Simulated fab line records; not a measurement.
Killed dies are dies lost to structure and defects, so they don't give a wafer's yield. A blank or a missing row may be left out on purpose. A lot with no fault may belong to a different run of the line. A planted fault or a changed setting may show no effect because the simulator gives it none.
Chamber matching -- flow nand-harc -- NHARC_A_STAIRCASE_DEP_417 on pecvd-01: 3 sister chambers
The step deposits Si3N4, target thk 60 nm. 3 wafers are shown with their chamber, then 8 later ones without.

WAFERS, EACH WITH ITS CHAMBER
wafer,chamber,heater-power-w (W)
L524.1,1,857
L525.6,0,759
L526.1,2,719

WAFERS WITH NO CHAMBER GIVEN
wafer,heater-power-w (W)
L526.3,867
L526.5,864
L528.1,814
L528.2,623
L528.4,799
L532.3,744
L532.4,694
L532.6,846

EACH ONE'S CHAMBER
wafer,from the rows above,in truth
L526.3,1,1
L526.5,1,1
L528.1,can't be placed: 1 or 0 or 2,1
L528.2,can't be placed: 2 or 0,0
L528.4,can't be placed: 0 or 1 or 2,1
L532.3,can't be placed: 0 or 2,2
L532.4,can't be placed: 2 or 0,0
L532.6,can't be placed: 1 or 0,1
Correct placement for 2 of the 8. Not placeable from these rows: 6 (in 6, the candidates include the true chamber). Placed wrongly: 0.
How it was worked out, from the rows above alone: a wafer's distance from a chamber is the root of the sum, over the readings, of the square of ((its reading less the chamber's mean) divided by the reading's scatter). If the next closest chamber is less than 2 further off than the closest, the wafer can't be placed; otherwise it belongs to the closest. The mean given for a chamber averages the wafers shown for that chamber. The scatter (one wafer shown for each chamber): square how far every hidden wafer sits from the nearest shown wafer, average those squares and take the square root.
